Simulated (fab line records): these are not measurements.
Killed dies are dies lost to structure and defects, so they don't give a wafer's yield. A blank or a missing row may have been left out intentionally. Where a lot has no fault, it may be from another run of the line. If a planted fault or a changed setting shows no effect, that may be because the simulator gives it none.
The same fault as seen by 2 desks    flow n5_finfet    every desk sees just its own numbers, and what lay behind them comes last

AT THE TOOL OWNER'S DESK: ald_sin-04
The tool's own readings at N5_SPACER0_ALD_00 (deposits SiOCN, target thk 3.5 nm, pulse time 3 s, purge time 2 s): means of the sampled wafers that have a number, for each lot that ran on this tool. The brackets show how far a lot's mean lies from the usual mean; more than 4 standard deviations puts the lot out of limits, marked OUT.
Columns: A = chamber_pressure_Torr at N5_SPACER0_ALD_00, usual 2.000 Torr; B = heater_power_outer_w at N5_SPACER0_ALD_00, usual 508 W; C = heater_power_w at N5_SPACER0_ALD_00, usual 849 W; D = precursor_pulse_height_rel at N5_SPACER0_ALD_00, usual 1.000
lot   first seen here  A      B    C    D
L150  day 8 08:34      2.003  495  821  1.004
L151  day 8 10:53      1.997  474  810  1.019
Result from this desk: across the 2 lots, nothing is out of limits.

METROLOGY DESK
Means of the sampled wafers that have a number, per lot and without regard to the tool the lot ran on: this is what the gauges read. The brackets show how far a lot's mean lies from the usual mean; more than 4 standard deviations puts the lot out of limits, marked OUT. Shown here are 7 of its 10 readings, the ones lying furthest out on some lot.
Columns: A = DIBL_N at N5_BEOL_M4_RC_MEAS_101, usual 35.8 mV/V; B = DIBL_P at N5_BEOL_M4_RC_MEAS_101, usual 35.3 mV/V; C = IOFF_P at N5_BEOL_M4_RC_MEAS_101, usual 0.21 nA/um; D = ION_N at N5_BEOL_M4_RC_MEAS_101, usual 676 uA/um; E = ION_P at N5_BEOL_M4_RC_MEAS_101, usual 463 uA/um; F = VT_N at N5_BEOL_M4_RC_MEAS_101, usual 250 mV; G = VT_P at N5_BEOL_M4_RC_MEAS_101, usual -249.8 mV
lot   first seen here  A     B     C     D    E    F    G
L130  day 8 17:34      35.1  34.1  0.19  680  464  252  -249.9
L131  day 9 01:29      35.6  36.1  0.22  675  464  249  -248.1
L135  day 9 20:19      36.2  38.0  0.22  666  457  250  -249.2
L134  day 10 00:14     38.0  37.2  0.26  688  474  249  -247.8
L148  day 13 06:09     34.8  35.6  0.20  681  468  250  -249.6
L149  day 13 21:52     35.5  32.5  0.18  663  461  255  -250.6
L150  day 13 22:04     35.0  34.1  0.18  675  455  251  -252.8
L151  day 14 02:41     35.2  32.7  0.18  670  464  251  -251.2
L152  day 14 04:58     34.2  34.3  0.18  656  448  251  -251.2
Result from this desk: across the 9 lots, nothing is out of limits.

BROUGHT TOGETHER
The tool owner's desk saw nothing out of limits.
The metrology desk saw nothing out of limits.

WHAT WAS PUT IN BY THE SIMULATOR
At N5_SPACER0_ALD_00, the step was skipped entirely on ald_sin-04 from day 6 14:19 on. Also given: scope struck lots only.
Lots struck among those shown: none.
